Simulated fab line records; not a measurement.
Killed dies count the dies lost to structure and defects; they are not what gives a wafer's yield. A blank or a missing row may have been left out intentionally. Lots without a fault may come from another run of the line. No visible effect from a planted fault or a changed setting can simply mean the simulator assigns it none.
Matching of chambers + flow n5-finfet + N5_BEOL_M9_STRIP_67 on rie-diel-02 has 4 sister chambers
The step strips in CF4. 16 wafers are shown with their chamber, then 8 later ones without.

WAFERS, EACH WITH ITS CHAMBER
| wafer  | chamber | drypump-motor-current-A (A) | showerhead-plenum-p-Torr (Torr) | throttle-valve-pct (%) |
|--------|---------|-----------------------------|---------------------------------|------------------------|
| L075.2 | 1       | 6.2                         | 1.77                            | 13.38                  |
| L075.5 | 1       | 6.2                         | 1.76                            | 13.39                  |
| L075.6 | 2       | 6.8                         | 1.82                            | 13.83                  |
| L079.1 | 2       | 6.7                         | 1.82                            | 13.85                  |
| L079.2 | 1       | 6.2                         | 1.76                            | 13.40                  |
| L079.4 | 0       | 5.0                         | 1.91                            | 13.27                  |
| L081.1 | 2       | 6.7                         | 1.82                            | 13.88                  |
| L081.3 | 0       | 5.0                         | 1.91                            | 13.26                  |
| L081.5 | 2       | 6.8                         | 1.82                            | 13.88                  |
| L086.1 | 2       | 6.7                         | 1.81                            | 13.90                  |
| L086.2 | 3       | 6.5                         | 1.77                            | 13.74                  |
| L086.5 | 1       | 6.2                         | 1.76                            | 13.42                  |
| L087.3 | 3       | 6.5                         | 1.77                            | 13.74                  |
| L087.4 | 0       | 5.0                         | 1.90                            | 13.30                  |
| L087.6 | 1       | 6.2                         | 1.76                            | 13.42                  |
| L089.1 | 1       | 6.2                         | 1.76                            | 13.44                  |

SIGNATURES, as means of the wafers listed above
| reading                  | chamber 0 | chamber 1 | chamber 2 | chamber 3 | scatter within a chamber |
|--------------------------|-----------|-----------|-----------|-----------|--------------------------|
| drypump-motor-current-A  | 5.000     | 6.200     | 6.740     | 6.500     | 0.0316                   |
| showerhead-plenum-p-Torr | 1.9067    | 1.7617    | 1.8180    | 1.7700    | 0.00438                  |
| throttle-valve-pct       | 13.2767   | 13.4083   | 13.8680   | 13.7400   | 0.0231                   |
Rule: for a wafer and a chamber, the distance is found by dividing, reading by reading, the gap between the wafer's reading and the chamber's mean by the reading's scatter, squaring, summing and taking the root. The wafer belongs to the nearest chamber; if the next one is less than 2 further off, it can't be placed. The scatter is the square root of a quotient: the sum, over the shown wafers, of each reading's squared deviation from its chamber's mean, divided by wafers minus chambers.

WAFERS WHOSE CHAMBER IS MISSING
| wafer  | drypump-motor-current-A (A) | showerhead-plenum-p-Torr (Torr) | throttle-valve-pct (%) |
|--------|-----------------------------|---------------------------------|------------------------|
| L089.2 | 5.0                         | 1.91                            | 13.32                  |
| L089.4 | 6.4                         | 1.77                            | 13.75                  |
| L093.2 | 5.0                         | 1.90                            | 13.31                  |
| L093.5 | 5.0                         | 1.90                            | 13.33                  |
| L093.6 | 6.5                         | 1.77                            | 13.77                  |
| L094.1 | 6.5                         | 1.77                            | 13.78                  |
| L094.4 | 6.7                         | 1.81                            | 13.93                  |
| L094.6 | 5.0                         | 1.90                            | 13.34                  |

WHICH CHAMBER EACH WENT THROUGH
| wafer  | from the rows above | in truth |
|--------|---------------------|----------|
| L089.2 | 0                   | 0        |
| L089.4 | 3                   | 3        |
| L093.2 | 0                   | 0        |
| L093.5 | 0                   | 0        |
| L093.6 | 3                   | 3        |
| L094.1 | 3                   | 3        |
| L094.4 | 2                   | 2        |
| L094.6 | 0                   | 0        |
Correct placement for 8 of the 8. Left unplaced by these rows: 0. Placed wrongly: 0.
